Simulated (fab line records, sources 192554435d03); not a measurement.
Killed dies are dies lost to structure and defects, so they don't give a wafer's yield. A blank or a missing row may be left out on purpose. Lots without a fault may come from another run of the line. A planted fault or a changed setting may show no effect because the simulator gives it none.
Split-lot experiment | flow n5_finfet | 7 lots, 21 wafers read, on a route of 1938 steps

THE SPLIT
At N5_BEOL_M9_TRENCH_ETCH_37 (etches SiCOH lowk in C4F6/O2, target depth 151.43 nm, time 49 s), the setting source_w was moved away from the recipe's 345 W on 13 of the 21 wafers read, by -16.1% to +17.9%. The other wafers ran this setting at the recipe's value.

The reading is taken at the split's own step.

THE READING
rf_vpp_V, in V, at N5_BEOL_M9_TRENCH_ETCH_37 (etches SiCOH lowk in C4F6/O2, target depth 151.43 nm, time 49 s). Fault-free wafers of this fab line usually give 664 V, standard deviation 9 V.

wafer  | tool, chamber at the split | source_w as run, W | against the recipe | rf_vpp_V, V | against lot-mates on the recipe
L079.1 | rie_diel-05, 2             | 299.9              | -13.1%             | 698         | no lot-mate on the recipe
L079.2 | rie_diel-05, 1             | 299.9              | -13.1%             | 693         | no lot-mate on the recipe
L079.6 | rie_diel-05, 0             | 299.9              | -13.1%             | 718         | no lot-mate on the recipe
L078.1 | rie_diel-05, 0             | 362.9              | +5.2%              | 650         | -8
L078.4 | rie_diel-05, 2             | 362.9              | +5.2%              | 633         | -25
L078.5 | rie_diel-05, 3             | 345                | recipe             | 658         | -
L080.1 | rie_diel-02, 0             | 345                | recipe             | 673         | -
L080.2 | rie_diel-02, 3             | 345                | recipe             | 659         | -
L080.3 | rie_diel-02, 2             | 345                | recipe             | 666         | -
L082.2 | rie_diel-04, 0             | 289.3              | -16.1%             | 735         | no lot-mate on the recipe
L082.4 | rie_diel-04, 2             | 289.3              | -16.1%             | 724         | no lot-mate on the recipe
L082.6 | rie_diel-04, 3             | 289.3              | -16.1%             | 737         | no lot-mate on the recipe
L083.1 | rie_diel-02, 3             | 345                | recipe             | 657         | -
L083.5 | rie_diel-02, 3             | 345                | recipe             | 658         | -
L083.6 | rie_diel-02, 2             | 363.8              | +5.4%              | 647         | -10
L085.4 | rie_diel-04, 0             | 395.4              | +14.6%             | 625         | -52
L085.5 | rie_diel-04, 1             | 345                | recipe             | 677         | -
L085.6 | rie_diel-04, 0             | 395.4              | +14.6%             | 625         | -52
L097.2 | rie_diel-05, 3             | 345                | recipe             | 659         | -
L097.3 | rie_diel-05, 0             | 406.7              | +17.9%             | 614         | -45
L097.5 | rie_diel-05, 1             | 406.7              | +17.9%             | 592         | -67

THE FIT
A straight line over all 21 wafers: rf_vpp_V changes by -3.46 V for each +1% of source_w; r = -0.97; the points scatter about the line by 10 V.
The same after taking each lot's own level away (the mean of its wafers on the recipe; 15 wafers): -3.29 V for each +1%; r = -0.96; scatter 6.7 V.
On that fit, the largest move of source_w shifts the reading by 59 V.
The lots' own levels span 657.5 to 677.0 V, that is 2.2 times the standard deviation above.
So the lot-to-lot level changes the slope little: the two slopes agree.
Check: with one of the wafers moved furthest among these (+17.9%) left out of the fit, the line predicts -63.8 V for it against its lot-mates. It came out at -45 V against them.
Tool readings at the split's step, against how far the setting was moved: rf_vpp_V r = -0.97.

OTHER SPLITS ON THESE WAFERS
These wafers also went through other splits before the reading. Each is held against what the fit with the lots' levels taken away leaves over:
other split on the same wafers     | wafers away from the commonest value | r with rf_vpp_V (lot level and that fit taken away)
N5_BEOL_M6_COAT_63 spin_rpm        | 9                                    | +0.12
N5_BEOL_M6_COAT_22 spin_rpm        | 5                                    | +0.23
N5_BEOL_M6_VIA_ETCH_34 time_s      | 5                                    | -0.23
N5_BEOL_M6_TRENCH_ETCH_37 source_w | 12                                   | -0.23
N5_BEOL_M8_ETCH_65 source_w        | 7                                    | -0.58

THE FILE'S OWN FIT
rf_vpp_V changes by -3.21 V for each +1% of source_w, r = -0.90.
